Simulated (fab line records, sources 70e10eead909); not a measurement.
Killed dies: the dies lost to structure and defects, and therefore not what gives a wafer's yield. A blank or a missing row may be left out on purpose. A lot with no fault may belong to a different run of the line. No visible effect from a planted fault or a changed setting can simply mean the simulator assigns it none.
fab line records | flow nand-harc
record lots=6 | wafers=18 | last-day=32
route steps=1302 shown A_DECK1_JOINT@539 A_ONON_D2@545
lots that met no fault: from a run of the same line without faults
start-h: the number of hours between the record's first day and the start of the first shown wafer of the lot | wait-h: hours elapsed since this lot's preceding step | " repeats the value in the row above | L1.1+2: a row that stands for several wafers | - no value, or no start was given | * or withheld: withheld | < > ~ a bound
route shown NAME@n: a module of which the file shows steps, and the number in the route of the first | usual: average and standard deviation across the fault-free wafers | same: alike in all rows | chamber/n: place in a boat | sites: readings site by site | _std_site: their standard deviation | _edge_site: the outer-site mean with the inner-site mean subtracted | radius-mm: how far each site lies from the wafer's centre | mask NAME#n: copy n | behind: the last tool/chamber to shape the wafer | hold: reason for holding the lot/hours on hold/outcome of the hold | device: which transistor (n, p or np) failed to switch | end of line: the same wafers' tests at the end of the route | where a step has no rows: the recipe by itself | killed: not the wafer's yield, but the dies lost to structure and defects at the first sort | map: a wafer's dies, marking killed ones x, the rest . and places with no die _
set.NAME: the setting as run; set.NAME@STEP: as run at that earlier step | model.NAME: the simulator's own value behind a step, which no gauge read
lots seen at some steps along the route; tables by step, rows by wafer
services: from which hour (start-h, from the record's first day; less than 0 if before it) a tool's chamber was out of use, for how many hours, and why
## steps
# step NHARC_A_DECK1_JOINT_CMP_02
# recipe material=SiOx
# usual motor-current-A=12.5/0.71
lot.wafer | tool   | chamber | start-h | wait-h | motor-current-A
L956.3    | cmp-02 | 2       | 261.17  | 0.4    | 12.2
L956.4    | "      | 3       | "       | "      | 11.0
L956.5    | "      | 2       | "       | "      | 12.7
L966.1    | cmp-02 | 1       | 379.28  | 0.4    | 13.5
L966.6    | "      | 1       | "       | "      | 12.9
L966.5    | "      | 2       | "       | "      | 11.7
L971.2    | cmp-02 | 3       | 422.05  | 0.4    | 11.7
L971.1    | "      | 1       | "       | "      | 13.0
L971.6    | "      | 0       | "       | "      | 13.4
L970.4    | cmp-03 | 3       | 422.07  | 0.4    | 11.6
L970.1    | "      | 1       | "       | "      | 12.2
L970.5    | "      | 3       | "       | "      | 11.3
L973.2    | cmp-03 | 2       | 447.43  | 0.4    | 12.4
L973.3    | "      | 3       | "       | "      | 11.3
L973.5    | "      | 0       | "       | "      | 13.5
L977.4    | cmp-03 | 2       | 487.45  | 0.4    | 12.3
L977.5    | "      | 3       | "       | "      | 11.6
L977.6    | "      | 0       | "       | "      | 13.5
# step NHARC_A_DECK1_JOINT_SRD_15
# step NHARC_A_DECK1_JOINT_DEP_16
# recipe target-thk-a=450 | temp-c=400 | pressure-torr=6.5 | rf-w=900 | teos-flow-sccm=161.4 | flow-sccm=2650 | target-thk-nm=45 | gas=O2 | material=SiO2
# usual heater-power-w=535/79 | throttle-valve-pct=16.1/0.45
lot.wafer | tool     | chamber | start-h | wait-h | heater-power-w | throttle-valve-pct
L956.3    | pecvd-01 | 2       | 261.59  | 0.1    | 612            | 16.3
L956.4    | "        | 2       | "       | "      | 629            | 16.4
L956.5    | "        | 0       | "       | "      | 477            | 15.9
L966.1    | pecvd-02 | 2       | 379.84  | 0.2    | 595            | 16.1
L966.5    | "        | 0       | "       | "      | 560            | 16.9
L966.6    | "        | 1       | "       | "      | 610            | 15.8
L971.1    | pecvd-03 | 1       | 422.46  | 0.1    | 481            | 15.9
L971.2    | "        | 2       | "       | "      | 627            | 15.2
L971.6    | "        | 0       | "       | "      | 579            | 16.8
L970.1    | pecvd-02 | 1       | 422.49  | 0.1    | 606            | 15.3
L970.5    | "        | 2       | "       | "      | 558            | 16.0
L970.4    | "        | 0       | "       | "      | 544            | 16.7
L973.2    | pecvd-01 | 2       | 447.77  | 0.1    | 564            | 16.1
L973.3    | "        | 1       | "       | "      | 510            | 16.4
L973.5    | "        | 1       | "       | "      | 521            | 16.3
L977.6    | pecvd-01 | 1       | 487.85  | 0.2    | 455            | 16.4
L977.4    | "        | 2       | "       | "      | 607            | 16.1
L977.5    | "        | 0       | "       | "      | 484            | 16.3
# step NHARC_A_DECK1_JOINT_THK_MEAS_17
# recipe thk-meas-gauge=ellipsometry
# usual thk-nm=44.8/1
lot.wafer | tool          | chamber | start-h | wait-h | thk-nm
L956.3    | film-metro-01 | -       | 261.84  | 0.2    | 45.4
L956.4    | "             | -       | "       | "      | 45.1
L956.5    | "             | -       | "       | "      | 44.8
L966.1    | film-metro-01 | -       | 380.12  | 0.3    | 43.7
L966.5    | "             | -       | "       | "      | 45.0
L966.6    | "             | -       | "       | "      | 45.3
L971.1    | film-metro-02 | -       | 422.71  | 0.2    | 43.6
L971.2    | "             | -       | "       | "      | 46.4
L971.6    | "             | -       | "       | "      | 44.8
L970.1    | film-metro-01 | -       | 422.71  | 0.2    | 46.8
L970.4    | "             | -       | "       | "      | 45.3
L970.5    | "             | -       | "       | "      | 43.5
L973.2    | film-metro-01 | -       | 448.05  | 0.3    | 43.3
L973.3    | "             | -       | "       | "      | 43.7
L973.5    | "             | -       | "       | "      | 45.3
L977.4    | film-metro-01 | -       | 488.05  | 0.1    | 45.0
L977.5    | "             | -       | "       | "      | 44.4
L977.6    | "             | -       | "       | "      | 44.1
# step NHARC_A_DECK1_JOINT_INSPECT_05
# usual raw-defect-count=295/120
lot.wafer | tool              | chamber | start-h | wait-h | raw-defect-count
L956.3    | defect-inspect-02 | -       | 261.88  | 0.0    | 290
L956.4    | "                 | -       | "       | "      | 331
L956.5    | "                 | -       | "       | "      | 322
L966.1    | defect-inspect-02 | -       | 380.15  | 0.0    | 197
L966.5    | "                 | -       | "       | "      | 181
L966.6    | "                 | -       | "       | "      | 336
L971.1    | defect-inspect-02 | -       | 422.75  | 0.0    | 214
L971.2    | "                 | -       | "       | "      | 406
L971.6    | "                 | -       | "       | "      | 264
L970.1    | defect-inspect-01 | -       | 422.75  | 0.0    | 688
L970.4    | "                 | -       | "       | "      | 535
L970.5    | "                 | -       | "       | "      | 540
L973.2    | defect-inspect-01 | -       | 448.08  | 0.0    | 139
L973.3    | "                 | -       | "       | "      | 234
L973.5    | "                 | -       | "       | "      | 168
L977.4    | defect-inspect-01 | -       | 488.09  | 0.0    | 208
L977.5    | "                 | -       | "       | "      | 147
L977.6    | "                 | -       | "       | "      | 247
# step NHARC_A_ONON_D2_DEP_00
# recipe target-thk-a=10000 | n2-flow-sccm=2750 | n2o-flow-sccm=2000 | nh3-flow-sccm=500 | sih4-flow-sccm=210 | temp-c=400
# step NHARC_A_ONON_D2_THK_MEAS_02
# recipe thk-meas-gauge=ellipsometry
# usual thk-nm=999/9.6
lot.wafer | tool          | chamber | start-h | wait-h | thk-nm
L956.3    | film-metro-01 | -       | 262.45  | -      | 1002
L956.4    | "             | -       | "       | "      | 1005
L956.5    | "             | -       | "       | "      | 1001
L966.1    | film-metro-01 | -       | 380.73  | -      | 998
L966.5    | "             | -       | "       | "      | 998
L966.6    | "             | -       | "       | "      | 1000
L971.1    | film-metro-01 | -       | 423.32  | -      | 996
L971.2    | "             | -       | "       | "      | 995
L971.6    | "             | -       | "       | "      | 998
L970.1    | film-metro-02 | -       | 423.33  | -      | 998
L970.4    | "             | -       | "       | "      | 997
L970.5    | "             | -       | "       | "      | 999
L973.2    | film-metro-01 | -       | 448.66  | -      | 986
L973.3    | "             | -       | "       | "      | 987
L973.5    | "             | -       | "       | "      | 986
L977.4    | film-metro-01 | -       | 488.65  | -      | 991
L977.5    | "             | -       | "       | "      | 992
L977.6    | "             | -       | "       | "      | 990
# step NHARC_A_ONON_D2_DEP_03
# recipe target-thk-a=10000 | n2-flow-sccm=2750 | n2o-flow-sccm=2000 | nh3-flow-sccm=500 | sih4-flow-sccm=210 | temp-c=400
# step NHARC_A_ONON_D2_THK_MEAS_05
# recipe thk-meas-gauge=ellipsometry
# usual thk-nm=1002/7.4
lot.wafer | tool          | chamber | start-h | wait-h | thk-nm
L956.3    | film-metro-02 | -       | 263.01  | -      | 1007
L956.4    | "             | -       | "       | "      | 1005
L956.5    | "             | -       | "       | "      | 1005
L966.1    | film-metro-01 | -       | 381.29  | -      | 1010
L966.5    | "             | -       | "       | "      | 1009
L966.6    | "             | -       | "       | "      | 1010
L971.1    | film-metro-02 | -       | 423.88  | -      | 996
L971.2    | "             | -       | "       | "      | 995
L971.6    | "             | -       | "       | "      | 996
L970.1    | film-metro-01 | -       | 423.88  | -      | 1008
L970.4    | "             | -       | "       | "      | 1012
L970.5    | "             | -       | "       | "      | 1012
L973.2    | film-metro-02 | -       | 449.22  | -      | 1004
L973.3    | "             | -       | "       | "      | 1002
L973.5    | "             | -       | "       | "      | 1003
L977.4    | film-metro-01 | -       | 489.22  | -      | 1002
L977.5    | "             | -       | "       | "      | 1003
L977.6    | "             | -       | "       | "      | 1001
# step NHARC_A_ONON_D2_DEP_06
# recipe target-thk-a=10000 | n2-flow-sccm=2750 | n2o-flow-sccm=2000 | nh3-flow-sccm=500 | sih4-flow-sccm=210 | temp-c=400
# step NHARC_A_ONON_D2_THK_MEAS_08
# recipe thk-meas-gauge=ellipsometry
# usual thk-nm=996/8.6
lot.wafer | tool          | chamber | start-h | wait-h | thk-nm
L956.3    | film-metro-01 | -       | 263.58  | -      | 1001
L956.4    | "             | -       | "       | "      | 999
L956.5    | "             | -       | "       | "      | 1003
L966.1    | film-metro-01 | -       | 381.86  | -      | 997
L966.5    | "             | -       | "       | "      | 998
L966.6    | "             | -       | "       | "      | 998
L971.1    | film-metro-02 | -       | 424.44  | -      | 993
L971.2    | "             | -       | "       | "      | 993
L971.6    | "             | -       | "       | "      | 993
L970.1    | film-metro-01 | -       | 424.45  | -      | 994
L970.4    | "             | -       | "       | "      | 993
L970.5    | "             | -       | "       | "      | 991
L973.2    | film-metro-02 | -       | 449.78  | -      | 1000
L973.3    | "             | -       | "       | "      | 999
L973.5    | "             | -       | "       | "      | 998
L977.4    | film-metro-01 | -       | 489.78  | -      | 993
L977.5    | "             | -       | "       | "      | 994
L977.6    | "             | -       | "       | "      | 993
# step NHARC_A_ONON_D2_DEP_09
# recipe target-thk-a=10000 | n2-flow-sccm=2750 | n2o-flow-sccm=2000 | nh3-flow-sccm=500 | sih4-flow-sccm=210 | temp-c=400
lot.wafer  | tool          | chamber | start-h | wait-h
L956.3+4+5 | pecvd-onon-02 | 0       | 263.75  | 0.2
L966.1+5+6 | pecvd-onon-03 | 0       | 381.92  | 0.1
L971.1+2+6 | pecvd-onon-03 | 0       | 424.50  | 0.1
L970.1+4+5 | pecvd-onon-02 | 0       | 424.50  | 0.1
L973.2+3+5 | pecvd-onon-03 | 0       | 449.90  | 0.1
L977.4+5+6 | pecvd-onon-02 | 0       | 490.01  | 0.2
# step NHARC_A_ONON_D2_THK_MEAS_11
# recipe thk-meas-gauge=ellipsometry
# usual thk-nm=999/7.7
lot.wafer | tool          | chamber | start-h | wait-h | thk-nm
L956.3    | film-metro-01 | -       | 264.15  | -      | 997
L956.4    | "             | -       | "       | "      | 999
L956.5    | "             | -       | "       | "      | 997
L966.1    | film-metro-01 | -       | 382.43  | -      | 1000
L966.5    | "             | -       | "       | "      | 1000
L966.6    | "             | -       | "       | "      | 1000
L971.1    | film-metro-01 | -       | 425.01  | -      | 1004
L971.2    | "             | -       | "       | "      | 1002
L971.6    | "             | -       | "       | "      | 896
L970.1    | film-metro-02 | -       | 425.02  | -      | 1004
L970.4    | "             | -       | "       | "      | 1003
L970.5    | "             | -       | "       | "      | 1004
L973.2    | film-metro-01 | -       | 450.35  | -      | 1003
L973.3    | "             | -       | "       | "      | 1006
L973.5    | "             | -       | "       | "      | 895
L977.4    | film-metro-01 | -       | 490.34  | -      | 1003
L977.5    | "             | -       | "       | "      | 1004
L977.6    | "             | -       | "       | "      | 1004
# step NHARC_A_ONON_D2_DEP_12
# recipe target-thk-a=10000 | n2-flow-sccm=2750 | n2o-flow-sccm=2000 | nh3-flow-sccm=500 | sih4-flow-sccm=210 | temp-c=400
## services
tool          | chamber | start-h | hours | kind
pecvd-01      | -       | 249.15  | 0.8   | repair
cmp-03        | -       | 260.79  | 4.0   | pm
cmp-02        | -       | 276.09  | 0.4   | repair
pecvd-onon-02 | -       | 290.96  | 10.0  | repair
pecvd-03      | -       | 306.01  | 1.7   | repair
pecvd-01      | -       | 311.00  | 13.0  | pm
pecvd-onon-02 | -       | 312.10  | 0.1   | repair
cmp-02        | -       | 330.53  | 4.0   | pm
cmp-03        | -       | 358.79  | 4.0   | pm
pecvd-onon-02 | -       | 366.24  | 13.0  | pm
pecvd-01      | -       | 369.67  | 0.7   | repair
cmp-03        | -       | 389.90  | 15.5  | repair
pecvd-01      | -       | 397.27  | 0.7   | repair
pecvd-02      | -       | 408.06  | 13.0  | pm
pecvd-onon-03 | -       | 408.48  | 13.0  | pm
cmp-03        | -       | 410.08  | 1.7   | repair
cmp-03        | -       | 412.41  | 1.2   | repair
cmp-02        | -       | 414.45  | 0.6   | repair
pecvd-01      | 0       | 417.39  | 5.1   | repair
cmp-02        | -       | 428.53  | 4.0   | pm
cmp-03        | -       | 428.85  | 1.4   | repair
pecvd-01      | -       | 434.25  | 1.3   | repair
cmp-03        | -       | 452.57  | 1.5   | repair
cmp-03        | -       | 456.79  | 4.0   | pm
## key
first-sign step=NHARC_A_ONON_D2_THK_MEAS_11 | reading=thk-nm | direction=down | sigmas=13 | usual=999 | struck=896
effect none on later readings
met-at NHARC_A_ONON_D2_DEP_09
struck-wafers L971.6,L973.5
sort-left-out L971.6,L973.5
tester-left-out L971,L973
onset-between 381.92 424.50
fault kind=process-parameter-drift | tool=pecvd-onon-03 | chamber=- | onset-h=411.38 | steps=NHARC_A_ONON_D2_DEP_09 | channel=target-thk-a | offset=* | shape=step | end-h=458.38 | scope=struck-wafers-only | acts-in=* | stated=*
# tester-left-out: of these lots the tester's yield and bins aren't shown, on N5 and GAA mostly nor the transistor test; their killed dies are dies lost to structure and defects alone, not to doping, threshold or leakage, so they don't give the yield
# sort-left-out: the simulated sort isn't trusted on such a fault, so these wafers' sort isn't shown, and their yield isn't known
